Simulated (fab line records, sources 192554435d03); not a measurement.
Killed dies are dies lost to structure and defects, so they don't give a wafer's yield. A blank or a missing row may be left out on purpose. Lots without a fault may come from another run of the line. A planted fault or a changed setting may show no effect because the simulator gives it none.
Which tool did it? | flow n5_finfet | 11 lots, 33 wafers sampled, at 1 step of a route of 1938

WHAT THE GAUGES READ, wafer by wafer
N5_BEOL_M15_THK_MEAS_01.
lot  | measured     | on            | M15_ILD_THK (nm)
L486 | day 12 22:46 | film_metro-02 | 1604 1638 1665
L488 | day 13 22:27 | film_metro-02 | 1619 1657 1657
L493 | day 14 07:51 | film_metro-01 | 1592 1618 1639
L494 | day 15 17:44 | film_metro-01 | 1626 1627 1650
L495 | day 15 19:36 | film_metro-01 | 1615 1651 1667
L499 | day 16 07:47 | film_metro-01 | 1625 1652 1621
L505 | day 17 08:40 | film_metro-01 | 1595 1614 1629
L504 | day 17 18:48 | film_metro-02 | 1620 1613 1635
L507 | day 18 14:27 | film_metro-01 | 1612 1653 1635
L508 | day 18 14:51 | film_metro-02 | 1604 1592 1617
L509 | day 18 21:23 | film_metro-02 | 1614 1622 1640

WHICH TOOL RAN EACH LOT (tool, then ch and the chambers of the sampled wafers, then the start)
The record holds no process step before these readings.

THE ANSWER, worked out from the rows above alone
Rule: what is usual is taken from the lots themselves. Put in order of their means at a reading, lots are off if they are a third of the lots or fewer, leave a main group of 4 or more, and stand apart from it by a gap of 3 or more times the standard deviation of the main group's means; of several such gaps the widest counts. A main group whose means are all the same, to the digits that the tables above print for the reading, isn't used. A lot without any number at a reading at which 4 lots or more have one is off too. The other lots that the step has rows for count as sound.
No lot is off at any reading shown: from this, nothing can be told.

WHAT THE SIMULATOR HAD PUT IN
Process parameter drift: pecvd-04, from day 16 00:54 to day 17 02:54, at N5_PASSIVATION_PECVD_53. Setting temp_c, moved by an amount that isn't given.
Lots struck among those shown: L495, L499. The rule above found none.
